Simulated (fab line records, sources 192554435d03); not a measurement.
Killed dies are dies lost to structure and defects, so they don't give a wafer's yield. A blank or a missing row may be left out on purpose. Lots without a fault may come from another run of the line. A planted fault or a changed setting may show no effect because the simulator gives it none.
Which tool did it? | flow n5_finfet | 9 lots, 27 wafers sampled, at 8 steps of a route of 1938

WHAT THE GAUGES READ, wafer by wafer
N5_BEOL_M4_CD_MEAS_11: target cd 16.79 nm.
lot  | measured     | on        | cd_nm (nm)
L685 | day 7 10:20  | cd_sem-01 | 16.85 17.32 16.98
L688 | day 8 02:02  | cd_sem-01 | 16.51 16.82 16.49
L689 | day 8 11:37  | cd_sem-03 | 16.72 16.96 16.84
L692 | day 9 00:53  | cd_sem-02 | 16.89 17.00 17.15
L694 | day 9 19:06  | cd_sem-03 | 5.04 4.43 5.40
L695 | day 9 20:04  | cd_sem-01 | 7.89 8.00 7.32
L699 | day 10 20:59 | cd_sem-01 | 17.02 16.48 16.56
L698 | day 10 22:24 | cd_sem-02 | 16.64 16.49 16.88
L701 | day 12 06:03 | cd_sem-02 | 16.71 16.95 16.70

N5_BEOL_M4_CD_MEAS_18: pitch 36 nm, target cd 18 nm.
lot  | measured     | on        | cd_nm (nm)
L685 | day 7 10:58  | cd_sem-02 | 17.9 17.6 17.8
L688 | day 8 03:02  | cd_sem-02 | 17.9 17.6 18.0
L689 | day 8 12:10  | cd_sem-01 | 17.8 18.4 17.9
L692 | day 9 01:47  | cd_sem-01 | 17.8 17.6 17.7
L694 | day 9 19:49  | cd_sem-03 | 6.2 5.8 6.3
L695 | day 9 20:43  | cd_sem-01 | 8.2 8.7 7.7
L699 | day 10 21:55 | cd_sem-02 | 17.5 17.9 17.7
L698 | day 10 23:49 | cd_sem-02 | 17.5 17.4 18.0
L701 | day 12 06:48 | cd_sem-02 | 17.7 18.7 18.1

N5_BEOL_M4_CD_MEAS_35: target cd 18 nm, target cd y 22.4 nm.
lot  | measured     | on        | cd_nm (nm)
L685 | day 7 13:19  | cd_sem-02 | 17.9 17.9 17.6
L688 | day 8 07:47  | cd_sem-03 | 18.4 17.8 17.9
L689 | day 8 17:35  | cd_sem-02 | 18.0 18.1 17.9
L692 | day 9 03:32  | cd_sem-03 | 17.4 17.5 17.4
L694 | day 9 23:47  | cd_sem-01 | 6.1 6.1 6.5
L695 | day 9 23:56  | cd_sem-03 | 8.1 8.5 8.0
L699 | day 11 00:04 | cd_sem-01 | 18.0 18.0 17.8
L698 | day 11 01:06 | cd_sem-03 | 17.8 18.4 17.7
L701 | day 12 10:19 | cd_sem-02 | 17.9 18.5 17.8

N5_BEOL_M4_RC_MEAS_101.
lot  | measured     | on        | DIBL_N (mV/V)  | DIBL_P (mV/V)  | IOFF_N (nA/um) | IOFF_P (nA/um) | ION_N (uA/um) | ION_P (uA/um) | SS_N (mV/dec)  | SS_P (mV/dec)  | VT_N (mV)   | VT_P (mV)
L685 | day 7 17:26  | prober-02 | 39.2 33.8 36.4 | 38.6 32.0 34.3 | 0.21 0.11 0.15 | 0.27 0.17 0.18 | 693 647 690   | 473 453 470   | 71.8 70.6 71.7 | 73.5 72.3 72.8 | 244 255 250 | -246 -253 -251
L688 | day 8 11:45  | prober-01 | 34.5 36.0 32.3 | 33.9 36.7 32.2 | 0.12 0.16 0.10 | 0.16 0.21 0.14 | 665 681 654   | 454 467 457   | 71.7 72.5 70.5 | 72.6 72.8 71.8 | 255 247 256 | -255 -249 -255
L689 | day 8 22:14  | prober-01 | 34.4 32.4 35.2 | 35.5 31.9 36.7 | 0.13 0.10 0.15 | 0.21 0.16 0.22 | 640 650 673   | 448 450 462   | 71.0 69.9 70.7 | 73.1 72.2 72.9 | 254 256 248 | -250 -253 -248
L692 | day 9 08:49  | prober-01 | 39.1 37.8 33.6 | 39.1 37.3 33.6 | 0.22 0.18 0.12 | 0.26 0.23 0.18 | 677 688 665   | 466 466 458   | 72.4 71.4 70.8 | 74.1 74.0 73.1 | 244 250 250 | -248 -249 -251
L699 | day 11 03:53 | prober-01 | 36.4 39.1 36.8 | 34.2 36.0 34.2 | 0.14 0.18 0.14 | 0.20 0.22 0.22 | 664 668 670   | 454 456 467   | 70.9 71.5 71.6 | 73.3 73.7 73.4 | 250 246 252 | -251 -249 -248
L698 | day 11 06:34 | prober-02 | 37.7 35.0 37.6 | 38.4 33.9 37.8 | 0.18 0.12 0.18 | 0.23 0.15 0.21 | 671 655 673   | 461 442 456   | 72.4 71.9 72.0 | 74.0 73.1 74.1 | 248 255 250 | -251 -257 -252
L701 | day 12 15:23 | prober-01 | 38.5 34.5 37.0 | 37.5 32.4 36.0 | 0.20 0.12 0.15 | 0.24 0.15 0.21 | 675 657 662   | 458 453 451   | 72.3 70.6 71.0 | 73.6 73.1 73.9 | 247 256 250 | -248 -257 -251

WHICH TOOL RAN EACH LOT (tool, then ch and the chambers of the sampled wafers, then the start)
lot  | N5_BEOL_M3_DEP_57               | N5_BEOL_M4_HM_DEP_02         | N5_BEOL_M4_EXPOSE_08              | N5_BEOL_M4_ETCH_64
L685 | pecvd-02 ch 0,2, day 7 09:02    | pvd_sputter-01, day 7 09:56  | euv_scanner-02 ch 0, day 7 10:12  | rie_diel-02 ch 0,1,3, day 7 10:31
L688 | pecvd-02 ch 0,1, day 8 00:35    | pvd_sputter-01, day 8 01:37  | euv_scanner-02 ch 0, day 8 01:55  | rie_diel-02 ch 0,1,3, day 8 02:25
L689 | pecvd-04 ch 0,2, day 8 09:24    | pvd_sputter-01, day 8 11:05  | euv_scanner-01 ch 0, day 8 11:29  | rie_diel-04 ch 2,3, day 8 11:49
L692 | pecvd-02 ch 0,1,2, day 8 23:39  | pvd_sputter-03, day 9 00:21  | euv_scanner-02 ch 0, day 9 00:46  | rie_diel-02 ch 0,1, day 9 01:12
L694 | pecvd-02 ch 0,1,2, day 9 16:13  | pvd_sputter-02, day 9 18:35  | euv_scanner-02 ch 0, day 9 18:58  | rie_diel-05 ch 1,2, day 9 19:19
L695 | pecvd-04 ch 0,1, day 9 18:58    | pvd_sputter-01, day 9 19:40  | euv_scanner-02 ch 0, day 9 19:56  | rie_diel-05 ch 1,2, day 9 20:16
L699 | pecvd-01 ch 0,1,2, day 10 20:02 | pvd_sputter-02, day 10 20:28 | euv_scanner-01 ch 0, day 10 20:51 | rie_diel-04 ch 0,2,3, day 10 21:25
L698 | pecvd-01 ch 0,1,2, day 10 20:20 | pvd_sputter-03, day 10 22:00 | euv_scanner-01 ch 0, day 10 22:16 | rie_diel-04 ch 0,1,3, day 10 23:21
L701 | pecvd-02 ch 0,1,2, day 12 03:45 | pvd_sputter-01, day 12 05:32 | euv_scanner-01 ch 0, day 12 05:56 | rie_diel-02 ch 1,2,3, day 12 06:27
- N5_BEOL_M3_DEP_57: deposits SiCN from 3MS/NH3, target thk 8 nm, time 14 s.
- N5_BEOL_M4_HM_DEP_02: deposits TiN, target thk 20 nm.
- N5_BEOL_M4_EXPOSE_08: exposes mask M4.
- N5_BEOL_M4_ETCH_64: etches SOC in N2/H2, target depth 75 nm, overetch 22.5 nm, time 121.9 s.

WHAT THE TOOLS THEMSELVES READ (means of the sampled wafers that have a number; where no wafer has one, the mark that the record gives instead)
N5_BEOL_M3_DEP_57.
lot  | tool     | showerhead_plenum_p_Torr (Torr) | showerhead_vpp_V (V) | throttle_valve_pct (%)
L685 | pecvd-02 | 3.665                           | 858                  | 8.3
L688 | pecvd-02 | 3.672                           | 874                  | 8.7
L689 | pecvd-04 | 3.671                           | 888                  | 9.3
L692 | pecvd-02 | 3.670                           | 855                  | 8.6
L694 | pecvd-02 | 3.673                           | 867                  | 8.6
L695 | pecvd-04 | 3.669                           | 915                  | 9.7
L699 | pecvd-01 | 3.666                           | 887                  | 8.7
L698 | pecvd-01 | 3.669                           | 888                  | 9.0
L701 | pecvd-02 | 3.668                           | 859                  | 8.7

N5_BEOL_M4_HM_DEP_02.
lot  | tool           | throttle_valve_pct (%)
L685 | pvd_sputter-01 | 28.4
L688 | pvd_sputter-01 | 28.1
L689 | pvd_sputter-01 | 29.0
L692 | pvd_sputter-03 | 31.6
L694 | pvd_sputter-02 | 29.5
L695 | pvd_sputter-01 | 28.1
L699 | pvd_sputter-02 | 30.6
L698 | pvd_sputter-03 | 31.3
L701 | pvd_sputter-01 | 28.3

N5_BEOL_M4_EXPOSE_08.
lot  | tool           | exposure_dose_mJ_cm2
L685 | euv_scanner-02 | 41.20
L688 | euv_scanner-02 | 41.21
L689 | euv_scanner-01 | 41.27
L692 | euv_scanner-02 | 41.14
L694 | euv_scanner-02 | 26.14
L695 | euv_scanner-02 | 29.16
L699 | euv_scanner-01 | 41.29
L698 | euv_scanner-01 | 41.24
L701 | euv_scanner-01 | 41.17

N5_BEOL_M4_ETCH_64.
lot  | tool        | drypump_motor_current_A (A) | oes_product_au (a.u.) | rf_vpp_V (V) | showerhead_plenum_p_Torr (Torr) | throttle_valve_pct (%)
L685 | rie_diel-02 | 6.2                         | 0.60                  | 523.4        | 2.53                            | 17.71
L688 | rie_diel-02 | 6.2                         | 0.59                  | 522.6        | 2.53                            | 17.72
L689 | rie_diel-04 | 5.8                         | 0.65                  | 522.7        | 2.49                            | 17.63
L692 | rie_diel-02 | 6.0                         | 0.58                  | 521.3        | 2.49                            | 17.72
L694 | rie_diel-05 | 5.7                         | 0.56                  | 520.3        | 2.42                            | 17.77
L695 | rie_diel-05 | 6.0                         | 0.56                  | 524.2        | 2.53                            | 17.82
L699 | rie_diel-04 | 5.6                         | 0.60                  | 524.6        | 2.56                            | 17.87
L698 | rie_diel-04 | 5.7                         | 0.61                  | 525.0        | 2.60                            | 17.63
L701 | rie_diel-02 | 6.0                         | 0.62                  | 522.3        | 2.54                            | 17.76

THE ANSWER, worked out from the rows above alone
Rule: what is usual is taken from the lots themselves. Put in order of their means at a reading, lots are off if they are a third of the lots or fewer, leave a main group of 4 or more, and stand apart from it by a gap of 3 or more times the standard deviation of the main group's means; of several such gaps the widest counts. A main group whose means are all the same, to the digits that the tables above print for the reading, isn't used. A lot without any number at a reading at which 4 lots or more have one is off too. The other lots that the step has rows for count as sound. The gauges are gone through in route order, then the tools' own readings, and for those a lot's mean is taken as printed above. The first step at which some lot is off is used, and at that step the reading that is off furthest; a lot without a number counts as furthest.
Off: L694, L695, at N5_BEOL_M4_CD_MEAS_11 (cd_nm). The main group: mean 16.81 nm, standard deviation 0.16.
A tool fits if, at a process step before that reading, it ran every lot that is off, and no sound lot after the first of them. The gauges at N5_BEOL_M4_CD_MEAS_11 aren't tried: what is off there is off at N5_BEOL_M4_EXPOSE_08 too, on other tools, and a gauge's error can't cause that. One fits: euv_scanner-02 at N5_BEOL_M4_EXPOSE_08. Its last sound lot is L692 (day 9 00:46), its first lot that is off L694 (day 9 18:58): a fault that began between those two fits.
The tool's own readings at N5_BEOL_M4_EXPOSE_08 bear it out: on the lots that are off they differ by more than 5 times the standard deviation of the sound lots' means. exposure_dose_mJ_cm2 reads 27.65 there against 41.22 on the sound lots.

WHAT THE SIMULATOR HAD PUT IN
Process parameter drift: euv_scanner-02, from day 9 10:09 on, at N5_BEOL_M4_EXPOSE_08. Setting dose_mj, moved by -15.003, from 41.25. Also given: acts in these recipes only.
Lots struck among those shown: L694, L695. The rule above found the same.
